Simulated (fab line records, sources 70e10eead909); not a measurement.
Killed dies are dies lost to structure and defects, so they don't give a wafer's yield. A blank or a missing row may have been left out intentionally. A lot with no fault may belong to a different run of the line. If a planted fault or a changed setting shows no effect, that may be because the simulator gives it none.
fab line records	flow nand_harc
record: lots: 7	wafers: 21	last_day: 25
route steps=1159 shown A_CONTACT@930 END@1159
lots that met no fault: from a run of the same line without faults
start_h: hours from the record's first day to the start of the lot's first wafer shown	wait_h: how many hours have passed since the lot's step before this one	" identical to the entry in the row above	L1.1+2: several wafers, shown together as one row	- either no value or no given start	* or withheld: withheld	< > ~ a bound
route shown NAME@n: a module of which the file shows steps, and the number in the route of the first	usual: mean/standard deviation of fault-free wafers	same: alike in all rows	chamber/n: place in a boat	sites: the reading at each site	_std_site: standard deviation of those values	_edge_site: mean of outer sites minus mean of inner sites	radius_mm: for every site, how far away it sits from the centre of the wafer	mask NAME#n: copy n	behind: tool/chamber where the wafer was last shaped	hold: why the lot was held/for how many hours/how that ended	device: transistor that didn't switch, given as n, p or np	end of line: tests of these same wafers at the route's end	where a step has no rows: the recipe by itself	killed: dies that structure and defects cost at the first sort, which is not the same as the wafer's yield	map: dies across one wafer; x = killed, . = not, _ = none there
set.NAME: the setting the step ran with; set.NAME@STEP: the setting that earlier step ran with	model.NAME: the simulator's own value behind a step, which no gauge read
a table for each step, a row for each wafer; lots at some steps of the route
services: a tool's chamber out of use, with start hour (start_h, from the record's first day; less than 0 if before it), hours out, and reason
== steps ==
step: NHARC_A_CONTACT_SOFTBAKE_03
recipe: temp_c: 105	time_s: 55
step: NHARC_A_CONTACT_EBR_04
step: NHARC_A_CONTACT_EXPOSE_05
recipe: na: 1.35	sigma_outer: 0.8	dose_mj: 84.24	mask_id: A_CC
step: NHARC_A_CONTACT_PEB_06
recipe: peb_temp_c: 100	peb_time_s: 65
step: NHARC_A_CONTACT_DEVELOP_07
recipe: develop_time_s: 35	dev_temp_c: 23
step: NHARC_A_CONTACT_CD_MEAS_08
recipe: target_cd_nm: 100	landing_energy_ev: 500
usual: cd_nm: 99.6/0.75
lot.wafer	tool	chamber	start_h	wait_h	cd_nm
L168.1	cd_sem-02	0	387.97	-	98.7
L168.3	"	0	"	"	98.2
L168.5	"	0	"	"	99.7
L178.3	cd_sem-03	0	445.85	-	98.8
L178.4	"	0	"	"	98.9
L178.5	"	0	"	"	99.0
L180.3	cd_sem-03	0	449.64	-	99.8
L180.4	"	0	"	"	100.5
L180.5	"	0	"	"	99.8
L177.1	cd_sem-01	0	450.19	-	99.0
L177.4	"	0	"	"	99.5
L177.6	"	0	"	"	99.3
L181.2	cd_sem-02	0	453.22	-	101.2
L181.3	"	0	"	"	100.2
L181.5	"	0	"	"	100.7
L186.1	cd_sem-03	0	493.65	-	99.7
L186.2	"	0	"	"	98.2
L186.4	"	0	"	"	99.0
L190.1	cd_sem-03	0	530.93	-	99.4
L190.2	"	0	"	"	98.8
L190.4	"	0	"	"	101.2
step: NHARC_A_CONTACT_OVL_MEAS_09
usual: overlay_x_nm: 0.0/0.9	overlay_y_nm: -0.2/0.8
lot.wafer	tool	chamber	start_h	wait_h	overlay_x_nm	overlay_y_nm
L168.1	overlay-02	-	388.06	-	-0.2	0.5
L168.3	"	-	"	"	-0.5	0.0
L168.5	"	-	"	"	-0.1	0.4
L178.3	overlay-02	-	445.93	-	0.4	-0.6
L178.4	"	-	"	"	-0.2	-0.6
L178.5	"	-	"	"	-0.3	-0.8
L180.3	overlay-01	-	449.72	-	-1.2	0.2
L180.4	"	-	"	"	-1.4	0.4
L180.5	"	-	"	"	-0.8	0.4
L177.1	overlay-01	-	450.28	-	-1.5	0.9
L177.4	"	-	"	"	-1.2	-0.4
L177.6	"	-	"	"	-1.5	0.1
L181.2	overlay-01	-	453.30	-	0.7	-0.1
L181.3	"	-	"	"	1.0	0.1
L181.5	"	-	"	"	0.4	-0.4
L186.1	overlay-01	-	493.73	-	-0.8	0.3
L186.2	"	-	"	"	-0.9	0.5
L186.4	"	-	"	"	-0.8	0.3
L190.1	overlay-01	-	531.02	-	-0.1	-1.4
L190.2	"	-	"	"	-0.4	-1.4
L190.4	"	-	"	"	0.1	-1.8
step: NHARC_A_CONTACT_INSPECT_10
usual: raw_defect_count: 32/14
lot.wafer	tool	chamber	start_h	wait_h	raw_defect_count
L168.1	defect_inspect-02	-	388.10	0.0	15
L168.3	"	-	"	"	19
L168.5	"	-	"	"	16
L178.3	defect_inspect-01	-	445.97	0.0	27
L178.4	"	-	"	"	34
L178.5	"	-	"	"	31
L180.3	defect_inspect-01	-	449.76	0.0	30
L180.4	"	-	"	"	33
L180.5	"	-	"	"	26
L177.1	defect_inspect-02	-	450.32	0.0	43
L177.4	"	-	"	"	36
L177.6	"	-	"	"	39
L181.2	defect_inspect-02	-	453.34	0.0	19
L181.3	"	-	"	"	37
L181.5	"	-	"	"	36
L186.1	defect_inspect-02	-	493.77	0.0	37
L186.2	"	-	"	"	25
L186.4	"	-	"	"	41
L190.1	defect_inspect-02	-	531.06	0.0	18
L190.2	"	-	"	"	13
L190.4	"	-	"	"	18
step: NHARC_A_CONTACT_DESCUM_13
recipe: time_s: 3	o2_flow_sccm: 200	ar_flow_sccm: 0	bias_power_w: 0	chemistry: O2
usual: drypump_motor_current_A: 5.8/0.45	oes_product_au: 0.998/0.013	rf_vpp_V: 57.7/0.87	showerhead_plenum_p_Torr: 1.88/0.091	throttle_valve_pct: 11.310/0.0097
lot.wafer	tool	chamber	start_h	wait_h	drypump_motor_current_A	oes_product_au	rf_hours_counter_h	rf_vpp_V	showerhead_plenum_p_Torr	throttle_valve_pct
L168.3	rie_diel-13	1	388.17	0.1	6.0	0.981	42	57.2	1.85	11.315
L168.1	"	2	"	"	5.0	0.977	44	56.5	1.86	11.325
L168.5	"	0	"	"	6.2	1.005	-	56.4	1.80	11.300
L178.4	rie_diel-08	2	446.03	0.1	5.0	0.988	50	56.6	1.80	11.308
L178.3	"	3	"	"	5.3	1.027	49	58.4	1.76	11.283
L178.5	"	1	"	"	6.0	1.015	-	57.5	1.78	11.300
L180.4	rie_diel-08	0	449.84	0.1	5.4	0.979	49	57.5	1.81	11.325
L180.3	"	1	"	"	6.0	1.017	54	56.0	1.78	11.319
L180.5	"	0	"	"	5.4	0.980	-	56.3	1.81	11.318
L177.1	rie_diel-08	1	450.40	0.1	6.0	1.014	54	57.4	1.78	11.314
L177.4	"	2	"	"	5.0	0.981	53	55.4	1.80	11.314
L177.6	"	3	"	"	5.3	1.020	-	56.5	1.76	11.305
L181.2	rie_diel-08	0	453.43	0.1	5.4	0.984	50	57.6	1.81	11.306
L181.3	"	1	"	"	6.0	1.007	55	56.9	1.78	11.317
L181.5	"	0	"	"	5.4	0.990	-	57.7	1.81	11.312
L186.4	rie_diel-03	2	493.83	0.1	5.8	1.001	18	59.4	1.92	11.311
L186.2	"	3	"	"	6.5	1.004	18	57.1	1.81	11.329
L186.1	"	1	"	"	5.4	1.013	18	59.1	2.04	11.313
L190.4	rie_diel-03	0	531.12	0.1	5.9	1.011	21	58.1	1.85	11.309
L190.2	"	2	"	"	5.8	1.005	26	56.6	1.91	11.313
L190.1	"	3	"	"	6.5	0.996	26	58.2	1.81	11.309
step: NHARC_A_CONTACT_ETCH_88
recipe: target_depth_a: 390	over_etch_frac: 0.3	time_s: 65	ion_energy_ev: 80	cf4_flow_sccm: 150	ar_flow_sccm: 0	rf_w: 300	bias_w: 100	chemistry: CF4
usual: drypump_motor_current_A: 5.8/0.44	oes_product_au: 1.000/0.012	rf_vpp_V: 150.9/1.3	showerhead_plenum_p_Torr: 1.74/0.081	throttle_valve_pct: 13.285/0.0092
lot.wafer	tool	chamber	start_h	wait_h	drypump_motor_current_A	oes_product_au	rf_hours_counter_h	rf_vpp_V	showerhead_plenum_p_Torr	throttle_valve_pct
L168.1	rie_diel-13	1	388.31	0.1	6.0	0.994	42	150.1	1.72	13.283
L168.3	"	3	"	"	6.1	0.996	42	152.2	1.88	13.297
L168.5	"	1	"	"	6.0	0.980	-	150.5	1.72	13.284
L178.4	rie_diel-08	3	446.11	0.1	5.3	1.025	49	151.0	1.64	13.275
L178.3	"	2	"	"	5.0	0.986	50	149.1	1.67	13.279
L178.5	"	3	"	"	5.3	1.020	-	148.7	1.64	13.271
L180.4	rie_diel-08	3	450.00	0.1	5.3	1.001	52	149.4	1.64	13.291
L180.3	"	2	"	"	5.0	0.979	53	149.1	1.67	13.274
L180.5	"	0	"	"	5.4	0.983	-	150.3	1.68	13.301
L177.1	rie_diel-08	2	450.62	0.2	5.0	0.980	53	149.2	1.67	13.290
L177.4	"	0	"	"	5.4	0.984	49	149.3	1.68	13.285
L177.6	"	1	"	"	6.0	1.007	-	149.5	1.65	13.301
L181.3	rie_diel-08	3	453.52	0.1	5.3	1.027	53	150.0	1.64	13.299
L181.2	"	0	"	"	5.4	0.990	50	150.8	1.68	13.281
L181.5	"	0	"	"	5.4	0.994	-	151.5	1.68	13.293
L186.2	rie_diel-03	0	493.92	0.1	5.9	0.996	14	150.1	1.72	13.294
L186.1	"	2	"	"	5.8	0.999	18	151.0	1.77	13.295
L186.4	"	3	"	"	6.5	0.996	18	150.1	1.68	13.293
L190.2	rie_diel-03	1	531.21	0.1	5.4	1.003	25	152.6	1.87	13.290
L190.1	"	2	"	"	5.8	0.996	26	151.4	1.77	13.277
L190.4	"	0	"	"	5.9	1.003	21	150.0	1.71	13.282
step: NHARC_A_CONTACT_ETCH_89
recipe: target_depth_a: 2600	over_etch_frac: 0.3	time_s: 475.3	ion_energy_ev: 200	n2_flow_sccm: 150	h2_flow_sccm: 150	ar_flow_sccm: 0	rf_w: 400	bias_w: 150	chemistry: N2/H2
usual: drypump_motor_current_A: 5.8/0.47	oes_product_au: 0.998/0.013	rf_vpp_V: 429.4/2.9	showerhead_plenum_p_Torr: 2.00/0.1	throttle_valve_pct: 14.171/0.008
lot.wafer	tool	chamber	start_h	wait_h	drypump_motor_current_A	oes_product_au	rf_hours_counter_h	rf_vpp_V	showerhead_plenum_p_Torr	throttle_valve_pct
L168.1	rie_diel-13	2	-	-	5.0	0.981	44	427.6	1.99	14.172
L168.3	"	0	"	"	6.1	1.021	34	426.9	1.92	14.185
L168.5	"	1	"	"	6.0	0.993	-	427.6	1.97	14.172
L178.4	rie_diel-08	0	-	-	5.4	0.975	47	426.1	1.93	14.168
L178.3	"	1	"	"	6.0	1.009	52	425.7	1.89	14.169
L178.5	"	3	"	"	5.3	1.012	-	424.6	1.87	14.175
L180.3	rie_diel-08	1	-	-	6.0	1.004	54	426.9	1.89	14.168
L180.4	"	3	"	"	5.3	1.018	52	425.3	1.87	14.174
L180.5	"	0	"	"	5.4	0.988	-	425.8	1.93	14.177
L177.4	rie_diel-08	2	-	-	5.0	0.986	54	426.5	1.91	14.164
L177.1	"	3	"	"	5.3	1.021	53	425.2	1.87	14.182
L177.6	"	3	"	"	5.4	1.024	-	426.8	1.87	14.170
L181.2	rie_diel-08	1	-	-	6.0	1.010	55	427.7	1.89	14.171
L181.3	"	3	"	"	5.3	1.026	53	427.4	1.87	14.173
L181.5	"	1	"	"	6.0	1.014	-	428.0	1.89	14.169
L186.2	rie_diel-03	2	-	-	5.8	1.007	18	430.4	2.04	14.172
L186.1	"	3	"	"	6.5	0.994	18	427.6	1.93	14.184
L186.4	"	0	"	"	5.9	0.994	14	429.6	1.97	14.168
L190.1	rie_diel-03	3	-	-	6.5	0.991	26	426.7	1.93	14.164
L190.4	"	0	"	"	5.9	1.013	21	428.8	1.97	14.165
L190.2	"	2	"	"	5.8	0.995	26	430.1	2.04	14.169
step: NHARC_A_CONTACT_ETCH_30
recipe: target_depth_a: 605	time_s: 30.2	cf4_flow_sccm: 100	chf3_flow_sccm: 30	ar_flow_sccm: 0	rf_w: 500	bias_w: 200	chemistry: CF4/CHF3
usual: drypump_motor_current_A: 5.8/0.44	oes_product_au: 0.929/0.016	rf_vpp_V: 369.6/2.4	showerhead_plenum_p_Torr: 1.55/0.071	throttle_valve_pct: 16.802/0.0088
lot.wafer	tool	chamber	start_h	wait_h	drypump_motor_current_A	oes_product_au	rf_hours_counter_h	rf_vpp_V	showerhead_plenum_p_Torr	throttle_valve_pct
L168.3	rie_diel-13	2	-	-	5.0	0.904	44	368.1	1.53	16.809
L168.1	"	3	"	"	6.1	0.917	42	374.2	1.67	16.795
L168.5	"	1	"	"	6.0	0.891	-	368.1	1.53	16.799
L178.4	rie_diel-08	0	-	-	5.4	0.914	47	368.8	1.49	16.810
L178.3	"	2	"	"	5.0	0.907	51	368.1	1.48	16.801
L178.5	"	1	"	"	6.0	0.926	-	366.6	1.47	16.801
L180.4	rie_diel-08	3	-	-	5.3	0.947	52	366.0	1.46	16.802
L180.3	"	0	"	"	5.4	0.911	49	367.1	1.49	16.810
L180.5	"	3	"	"	5.3	0.940	-	367.9	1.46	16.788
L177.4	rie_diel-08	0	-	-	5.4	0.916	50	368.4	1.49	16.800
L177.1	"	1	"	"	6.0	0.940	55	367.2	1.47	16.791
L177.6	"	1	"	"	6.0	0.935	-	367.9	1.47	16.802
L181.3	rie_diel-08	0	-	-	5.4	0.903	50	367.7	1.49	16.804
L181.2	"	1	"	"	6.0	0.930	55	368.5	1.47	16.792
L181.5	"	0	"	"	5.4	0.910	-	368.7	1.49	16.791
L186.2	rie_diel-03	0	-	-	5.8	0.977	14	368.2	1.53	16.788
L186.4	"	1	"	"	5.4	0.996	18	373.3	1.67	16.800
L186.1	"	2	"	"	5.9	0.960	18	369.7	1.58	16.793
L190.1	rie_diel-03	3	-	-	6.5	0.915	27	368.8	1.49	16.807
L190.2	"	0	"	"	5.8	0.933	21	368.4	1.52	16.813
L190.4	"	1	"	"	5.4	0.931	25	374.7	1.67	16.799
step: NHARC_A_CONTACT_ETCH_31
recipe: target_depth_a: 20000	over_etch_frac: 0.3	time_s: 520	ion_energy_ev: 150	o2_flow_sccm: 400	cos_flow_sccm: 20	ar_flow_sccm: 0	rf_w: 500	bias_w: 300	chemistry: O2/COS
usual: drypump_motor_current_A: 5.8/0.46	oes_product_au: 0.999/0.011	rf_vpp_V: 313.4/2.2	showerhead_plenum_p_Torr: 3.07/0.14	throttle_valve_pct: 28.329/0.0095
lot.wafer	tool	chamber	start_h	wait_h	drypump_motor_current_A	oes_product_au	rf_hours_counter_h	rf_vpp_V	showerhead_plenum_p_Torr	throttle_valve_pct
L168.1	rie_diel-13	0	388.86	-	6.2	1.008	34	311.1	2.95	28.333
L168.3	"	1	"	"	6.0	0.998	43	313.6	3.03	28.330
L168.5	"	3	"	"	6.2	1.007	-	316.8	3.32	28.322
L178.4	rie_diel-08	0	446.68	-	5.4	0.991	47	313.4	2.96	28.340
L178.3	"	1	"	"	6.0	1.006	52	310.1	2.91	28.332
L178.5	"	0	"	"	5.4	0.979	-	312.1	2.96	28.342
L180.4	rie_diel-08	3	450.70	-	5.3	1.012	52	311.7	2.89	28.321
L180.3	"	1	"	"	6.0	0.835	54	310.2	2.91	28.322
L180.5	"	3	"	"	5.3	1.014	-	312.4	2.89	28.326
L177.1	rie_diel-08	2	451.35	-	5.0	0.998	54	311.1	2.94	28.343
L177.4	"	0	"	"	5.4	0.974	50	312.9	2.96	28.313
L177.6	"	1	"	"	6.0	0.831	-	310.9	2.91	28.326
L181.2	rie_diel-08	0	454.28	-	5.4	0.989	50	311.9	2.96	28.361
L181.3	"	1	"	"	6.0	0.833	55	311.0	2.91	28.332
L181.5	"	0	"	"	5.4	0.984	-	312.2	2.96	28.331
L186.4	rie_diel-03	2	494.43	-	5.8	0.993	19	314.2	3.13	28.320
L186.1	"	0	"	"	5.8	1.001	14	312.4	3.03	28.316
L186.2	"	1	"	"	5.4	1.012	18	317.6	3.31	28.324
L190.1	rie_diel-03	1	531.75	-	5.4	1.017	26	316.3	3.31	28.339
L190.2	"	2	"	"	5.9	1.008	26	314.8	3.12	28.329
L190.4	"	3	"	"	6.5	0.998	27	312.3	2.96	28.323
step: NHARC_A_CONTACT_ETCH_134
recipe: source_w: withheld	pressure_mtorr: 20	bias_v: withheld	time_s: 140	target_depth_a: 7000	ar_flow_sccm: withheld	c4f8_flow_sccm: withheld	o2_flow_sccm: withheld	chemistry: C4F8/O2/Ar
lot.wafer	tool	chamber	start_h	wait_h	rf_hours_counter_h
L168.1	har_cap_etch-03	1	389.22	-	87
L168.3	"	0	"	"	-
L168.5	"	0	"	"	-
L178.4	har_cap_etch-01	1	447.12	-	-
L178.3	"	0	"	"	-
L178.5	"	1	"	"	-
L180.3	har_cap_etch-03	1	451.13	-	-
L180.4	"	0	"	"	-
L180.5	"	0	"	"	-
L177.1	har_cap_etch-01	0	451.71	-	70
L177.4	"	0	"	"	-
L177.6	"	0	"	"	-
L181.2	har_cap_etch-03	0	454.78	-	100
L181.3	"	0	"	"	-
L181.5	"	0	"	"	-
L186.1	har_cap_etch-01	1	494.82	-	76
L186.2	"	0	"	"	76
L186.4	"	1	"	"	-
L190.2	har_cap_etch-03	1	532.11	-	111
L190.1	"	0	"	"	111
L190.4	"	1	"	"	-
step: NHARC_END_SORT_01
recipe: temp_c: 25
usual: killed_at_array: 27/11	killed_at_other: 0.7/1.1	killed_at_periphery: 3.6/2.4	killed_dies: 32/11	killed_open: 3.3/1.8	killed_short: 2.1/1.5
same: gross_dies: 677
lot.wafer	tool	chamber	start_h	wait_h	hold	killed_at_array	killed_at_other	killed_at_periphery	killed_dies	killed_open	killed_short
L168.1	prober-01	0	446.64	2.5	-	17	0	6	23	4	1
L168.3	prober-01	0	448.25	3.1	-	17	1	8	26	3	3
L168.5	prober-01	0	449.87	3.7	-	11	0	3	14	0	2
L180.3	prober-01	0	511.52	3.1	await_dispo/1.3h/release	674	0	3	677	0	2
L180.4	prober-01	0	512.32	3.4	await_dispo/1.3h/release	30	0	0	30	4	0
L180.5	prober-01	0	513.12	3.7	await_dispo/1.3h/release	29	0	2	31	5	0
L177.1	prober-02	0	517.82	2.6	await_dispo/1.2h/release	33	0	8	41	2	2
L177.4	prober-02	0	520.17	3.4	await_dispo/1.2h/release	34	1	2	37	3	1
L177.6	prober-02	0	521.74	3.9	await_dispo/1.2h/release	670	3	4	677	6	2
L181.2	prober-01	0	518.56	2.8	await_dispo/4.3h/release	18	1	5	24	4	6
L181.3	prober-01	0	519.37	3.1	await_dispo/4.3h/release	675	0	2	677	5	3
L181.5	prober-01	0	520.97	3.7	await_dispo/4.3h/release	24	0	2	26	4	0
L186.1	prober-01	0	560.21	2.5	-	27	0	5	32	0	0
L186.2	prober-01	0	561.01	2.8	-	24	0	5	29	3	1
L186.4	prober-01	0	562.61	3.4	-	35	1	8	44	6	0
killed by level:class
L168.1 A_SLIT:chamber_film_flake=8 P_GATE:chamber_film_flake=2 P_BONDPAD:chamber_film_flake=2 A_WL_FILL:chamber_film_flake=2 P_CONTACT:geometric_particle:short=1 A_ONON_D1:geometric_particle:open=1 A_STAIRCASE:geometric_particle:open=1 A_M0:geometric_particle:open=1
L168.3 A_SLIT:chamber_film_flake=9 A_CONTACT:chamber_film_flake=4 P_GATE:chamber_film_flake=3 P_STI:chamber_film_flake=2 P_STI:geometric_particle:short=1 P_CONTACT:geometric_particle:open=1 P_M0:geometric_particle:open=1 A_ONON_D1:geometric_particle:short=1
L168.5 A_SLIT:chamber_film_flake=3 A_STAIRCASE:chamber_film_flake=2 A_WL_FILL:chamber_film_flake=2 A_CONTACT:chamber_film_flake=2 P_ZERO_WELL:geometric_particle:short=1 A_CHANNEL_FILL_D1:geometric_particle:short=1 P_STI:chamber_film_flake=1 P_GATE:chamber_film_flake=1
L180.3 A_CONTACT:area_etch=635 A_SLIT:chamber_film_flake=23 A_CONTACT:chamber_film_flake=10 A_CHANNEL_HOLE_D1:chamber_film_flake=4 P_ZERO_WELL:geometric_particle:short=1 A_CONTACT:geometric_particle:short=1 P_ZERO_WELL:chamber_film_flake=1 P_M1:chamber_film_flake=1
L180.4 A_SLIT:chamber_film_flake=10 A_CONTACT:chamber_film_flake=9 A_CHANNEL_HOLE_D1:chamber_film_flake=4 A_STAIRCASE:chamber_film_flake=3 A_ONON_D1:geometric_particle:open=1 A_CHANNEL_HOLE_D1:geometric_particle:open=1 A_WL_FILL:geometric_particle:open=1 A_BLC:geometric_particle:open=1
L180.5 A_SLIT:chamber_film_flake=14 A_CONTACT:chamber_film_flake=8 A_M0:geometric_particle:open=2 A_STAIRCASE:chamber_film_flake=2 P_GATE:geometric_particle:open=1 A_ONON_D1:geometric_particle:open=1 A_WL_FILL:geometric_particle:open=1 P_M1:chamber_film_flake=1
L177.1 A_SLIT:chamber_film_flake=21 A_CHANNEL_HOLE_D1:chamber_film_flake=9 P_STI:chamber_film_flake=4 P_M0:geometric_particle:open=1 P_M1:geometric_particle:short=1 P_M2:geometric_particle:short=1 A_ONON_D1:geometric_particle:open=1 P_ZERO_WELL:chamber_film_flake=1
L181.2 A_CONTACT:chamber_film_flake=5 A_CHANNEL_HOLE_D1:chamber_film_flake=4 A_WL_FILL:chamber_film_flake=3 P_CONTACT:geometric_particle:short=1 P_CONTACT:geometric_particle:open=1 P_M1:geometric_particle:short=1 P_M2:geometric_particle:short=1 A_CHANNEL_FILL_D1:geometric_particle:short=1
L181.3 A_CONTACT:area_etch=642 A_CHANNEL_HOLE_D1:chamber_film_flake=17 A_CONTACT:chamber_film_flake=4 A_CHANNEL_FILL_D1:geometric_particle:open=3 A_WL_FILL:chamber_film_flake=3 A_STAIRCASE:chamber_film_flake=2 P_CONTACT:geometric_particle:open=1 A_CHANNEL_FILL_D1:geometric_particle:short=1
L177.4 A_CHANNEL_HOLE_D1:chamber_film_flake=17 A_SLIT:chamber_film_flake=9 A_CONTACT:chamber_film_flake=3 P_CONTACT:geometric_particle:open=1 A_CHANNEL_FILL_D1:geometric_particle:short=1 A_SGD_CUT:geometric_particle:open=1 A_M0:geometric_particle:open=1 HYBRID_BOND:chamber_film_flake=1
L181.5 A_CHANNEL_HOLE_D1:chamber_film_flake=14 A_CONTACT:chamber_film_flake=5 A_STAIRCASE:chamber_film_flake=2 P_GATE:geometric_particle:open=1 P_CONTACT:geometric_particle:open=1 A_ONON_D1:geometric_particle:open=1 A_CONTACT:geometric_particle:open=1 A_SLIT:chamber_film_flake=1
L177.6 A_CONTACT:area_etch=642 A_CHANNEL_HOLE_D1:chamber_film_flake=10 A_CONTACT:chamber_film_flake=6 A_SLIT:chamber_film_flake=5 STARTING-WAFER:geometric_particle:open=2 A_STAIRCASE:chamber_film_flake=2 P_ZERO_WELL:geometric_particle:open=1 A_ONON_D1:geometric_particle:short=1
L186.1 A_SLIT:chamber_film_flake=11 A_CONTACT:chamber_film_flake=7 P_GATE:chamber_film_flake=4 A_CHANNEL_HOLE_D1:chamber_film_flake=4 A_ZERO_WELL:chamber_film_flake=3 P_STI:chamber_film_flake=1 A_WL_FILL:chamber_film_flake=1 A_M1:chamber_film_flake=1
L186.2 A_SLIT:chamber_film_flake=12 A_CONTACT:chamber_film_flake=5 A_CHANNEL_HOLE_D1:chamber_film_flake=4 P_GATE:chamber_film_flake=2 P_M0:geometric_particle:short=1 P_M0:geometric_particle:open=1 A_BLC:geometric_particle:open=1 A_M0:geometric_particle:open=1
L186.4 A_SLIT:chamber_film_flake=21 A_CONTACT:chamber_film_flake=6 P_STI:chamber_film_flake=4 A_CHANNEL_HOLE_D1:chamber_film_flake=4 P_GATE:chamber_film_flake=2 P_CONTACT:geometric_particle:open=1 P_M0:geometric_particle:open=1 A_ONON_D1:geometric_particle:open=1
map L177.6 (x killed, . not)
____________x____________
_________xxxxxxx_________
_______xxxxxxxxxxx_______
______xxxxxxxxxxxxx______
_____xxxxxxxxxxxxxxx_____
____xxxxxxxxxxxxxxxxx____
____xxxxxxxxxxxxxxxxx____
___xxxxxxxxxxxxxxxxxxx___
___xxxxxxxxxxxxxxxxxxx___
__xxxxxxxxxxxxxxxxxxxxx__
__xxxxxxxxxxxxxxxxxxxxx__
_xxxxxxxxxxxxxxxxxxxxxxx_
_xxxxxxxxxxxxxxxxxxxxxxx_
_xxxxxxxxxxxxxxxxxxxxxxx_
_xxxxxxxxxxxxxxxxxxxxxxx_
_xxxxxxxxxxxxxxxxxxxxxxx_
xxxxxxxxxxxxxxxxxxxxxxxxx
xxxxxxxxxxxxxxxxxxxxxxxxx
xxxxxxxxxxxxxxxxxxxxxxxxx
xxxxxxxxxxxxxxxxxxxxxxxxx
xxxxxxxxxxxxxxxxxxxxxxxxx
_xxxxxxxxxxxxxxxxxxxxxxx_
_xxxxxxxxxxxxxxxxxxxxxxx_
_xxxxxxxxxxxxxxxxxxxxxxx_
_xxxxxxxxxxxxxxxxxxxxxxx_
_xxxxxxxxxxxxxxxxxxxxxxx_
__xxxxxxxxxxxxxxxxxxxxx__
__xxxxxxxxxxxxxxxxxxxxx__
___xxxxxxxxxxxxxxxxxxx___
___xxxxxxxxxxxxxxxxxxx___
____xxxxxxxxxxxxxxxxx____
____xxxxxxxxxxxxxxxxx____
_____xxxxxxxxxxxxxxx_____
______xxxxxxxxxxxxx______
_______xxxxxxxxxxx_______
_________xxxxxxx_________
____________x____________
map L180.3 (x killed, . not)
____________x____________
_________xxxxxxx_________
_______xxxxxxxxxxx_______
______xxxxxxxxxxxxx______
_____xxxxxxxxxxxxxxx_____
____xxxxxxxxxxxxxxxxx____
____xxxxxxxxxxxxxxxxx____
___xxxxxxxxxxxxxxxxxxx___
___xxxxxxxxxxxxxxxxxxx___
__xxxxxxxxxxxxxxxxxxxxx__
__xxxxxxxxxxxxxxxxxxxxx__
_xxxxxxxxxxxxxxxxxxxxxxx_
_xxxxxxxxxxxxxxxxxxxxxxx_
_xxxxxxxxxxxxxxxxxxxxxxx_
_xxxxxxxxxxxxxxxxxxxxxxx_
_xxxxxxxxxxxxxxxxxxxxxxx_
xxxxxxxxxxxxxxxxxxxxxxxxx
xxxxxxxxxxxxxxxxxxxxxxxxx
xxxxxxxxxxxxxxxxxxxxxxxxx
xxxxxxxxxxxxxxxxxxxxxxxxx
xxxxxxxxxxxxxxxxxxxxxxxxx
_xxxxxxxxxxxxxxxxxxxxxxx_
_xxxxxxxxxxxxxxxxxxxxxxx_
_xxxxxxxxxxxxxxxxxxxxxxx_
_xxxxxxxxxxxxxxxxxxxxxxx_
_xxxxxxxxxxxxxxxxxxxxxxx_
__xxxxxxxxxxxxxxxxxxxxx__
__xxxxxxxxxxxxxxxxxxxxx__
___xxxxxxxxxxxxxxxxxxx___
___xxxxxxxxxxxxxxxxxxx___
____xxxxxxxxxxxxxxxxx____
____xxxxxxxxxxxxxxxxx____
_____xxxxxxxxxxxxxxx_____
______xxxxxxxxxxxxx______
_______xxxxxxxxxxx_______
_________xxxxxxx_________
____________x____________
== services ==
tool	chamber	start_h	hours	kind
har_cap_etch-03	-	365.51	0.3	repair
rie_diel-08	0	384.50	-	clean
rie_diel-08	1	384.50	-	clean
rie_diel-08	2	384.50	-	clean
rie_diel-08	3	384.50	-	clean
rie_diel-03	-	392.31	9.0	pm
rie_diel-08	0	410.44	-	clean
rie_diel-08	1	410.44	-	clean
rie_diel-08	2	410.44	-	clean
rie_diel-08	3	410.44	-	clean
rie_diel-08	0	434.94	-	clean
rie_diel-08	1	434.94	-	clean
rie_diel-08	2	434.94	-	clean
rie_diel-08	3	434.94	-	clean
rie_diel-03	0	443.50	13.9	repair
rie_diel-13	-	453.05	9.0	pm
rie_diel-03	3	454.87	3.4	repair
rie_diel-08	0	459.51	-	clean
rie_diel-08	1	459.51	-	clean
rie_diel-08	2	459.51	-	clean
rie_diel-08	3	459.51	-	clean
rie_diel-08	-	478.98	9.0	pm
rie_diel-13	3	489.67	2.4	repair
rie_diel-13	0	525.76	2.4	repair
== key ==
first_sign: step: NHARC_A_CONTACT_ETCH_31	reading: oes_product_au	direction: down	sigmas: 14	usual: 0.999	struck: 0.833
effect: step: NHARC_END_SORT_01	reading: killed_at_array	direction: up	sigmas: 60	usual: 27	struck: 673
more_kills_born_at: NHARC_A_CONTACT_ETCH_31@rie_diel-08: 1919
met_at NHARC_A_CONTACT_ETCH_31
struck_wafers L177.6,L180.3,L181.3
later_rows_left_out L177.6,L180.3,L181.3
tester_left_out L177,L180,L181
onset_between 446.68 450.70
fault: kind: process_parameter_drift	tool: rie_diel-08	chamber: 1	onset_h: 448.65	steps: NHARC_A_CONTACT_ETCH_31	channel: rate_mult	offset: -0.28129	shape: step	end_h: 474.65
tester_left_out: of these lots the tester's yield and bins aren't shown, on N5 and GAA mostly nor the transistor test; their killed dies are dies lost to structure and defects alone, not to doping, threshold or leakage, so they don't give the yield
later_rows_left_out: the simulator's readings of these wafers behind a module that went badly wrong aren't trusted and aren't shown, but for the sort
